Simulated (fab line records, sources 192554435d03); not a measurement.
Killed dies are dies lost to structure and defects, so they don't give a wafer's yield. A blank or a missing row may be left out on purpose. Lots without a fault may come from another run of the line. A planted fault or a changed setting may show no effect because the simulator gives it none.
One fault seen from 2 desks | flow n5_finfet | each desk has only its own numbers; what lay behind them comes last

THE DEFECT DESK
What the inspections along the route counted, lot by lot: means of the sampled wafers that have a number. A lot is out of limits, marked OUT, if its mean lies more than 4 standard deviations from the usual mean; the brackets give that distance.
Columns: A = raw_defect_count at N5_BEOL_M5_INSPECT_58, usual 76; B = raw_defect_count at N5_BEOL_M6_INSPECT_13, usual 430
lot  | first seen here | A  | B
L950 | day 8 08:56     | 54 | 305
L952 | day 8 12:01     | 98 | 447
L951 | day 9 03:45     | 49 | 384
L954 | day 9 11:14     | 73 | 329
L958 | day 10 10:49    | 85 | 524
L959 | day 10 16:41    | 47 | 379
L956 | day 10 18:35    | 62 | 442
L960 | day 10 21:41    | 43 | 315
L961 | day 11 11:34    | 76 | 378
L970 | day 13 10:14    | 74 | 328
L972 | day 14 08:29    | 84 | 384
This desk's finding: nothing out of limits on any of the 11 lots.

THE TOOL OWNER'S DESK: rie_diel-05
The tool's own readings at N5_BEOL_M6_ETCH_62 (etches SOC in N2/H2, target depth 110 nm, overetch 22 nm, time 165 s): means of the sampled wafers that have a number, for each lot that ran on this tool. A lot is out of limits, marked OUT, if its mean lies more than 4 standard deviations from the usual mean; the brackets give that distance.
Columns: A = bias_w at N5_BEOL_M6_ETCH_62, usual 150.1 W; B = drypump_motor_current_A at N5_BEOL_M6_ETCH_62, usual 5.6 A; C = oes_product_au at N5_BEOL_M6_ETCH_62, usual 0.67 a.u.; D = rf_vpp_V at N5_BEOL_M6_ETCH_62, usual 524.4 V; E = showerhead_plenum_p_Torr at N5_BEOL_M6_ETCH_62, usual 2.56 Torr; F = throttle_valve_pct at N5_BEOL_M6_ETCH_62, usual 17.70 %
lot  | first seen here | A               | B   | C    | D               | E    | F
L950 | day 8 12:18     | 150.2           | 5.6 | 0.69 | 525.8           | 2.64 | 17.71
L952 | day 8 13:52     | 149.8           | 5.7 | 0.64 | 526.9           | 2.65 | 17.51
L951 | day 9 05:40     | 149.9           | 5.6 | 0.71 | 524.6           | 2.57 | 17.71
L958 | day 10 13:23    | 150.3           | 5.8 | 0.59 | 525.4           | 2.58 | 17.46
L960 | day 11 00:01    | 150.4           | 5.6 | 0.69 | 524.9           | 2.60 | 17.67
L970 | day 13 12:35    | 138.9 (-27) OUT | 5.5 | 0.67 | 497.1 (-11) OUT | 2.55 | 17.77
L972 | day 14 11:21    | 138.7 (-28) OUT | 5.6 | 0.66 | 499.2 (-10) OUT | 2.59 | 17.72
This desk's finding: out of limits on L970, L972; first on L970, day 13 12:35 (bias_w at N5_BEOL_M6_ETCH_62). In limits: L950, L952, L951, L958, L960.

PUT TOGETHER
The tool owner's desk could have raised an alarm at day 13 12:35, on L970, L972.
The defect desk saw nothing out of limits.
The defect desk has L970, L972 on record, within its limits.
Of the lots named, all ran N5_BEOL_M6_ETCH_62 on rie_diel-05.

WHAT THE SIMULATOR HAD PUT IN
Process parameter drift: rie_diel-05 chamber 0, from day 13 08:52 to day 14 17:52, at N5_BEOL_M6_ETCH_62. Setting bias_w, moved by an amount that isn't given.
Lots struck among those shown: L970, L972.
Hours from the fault's start to each desk's first reading out of limits: the tool owner's desk, 4.
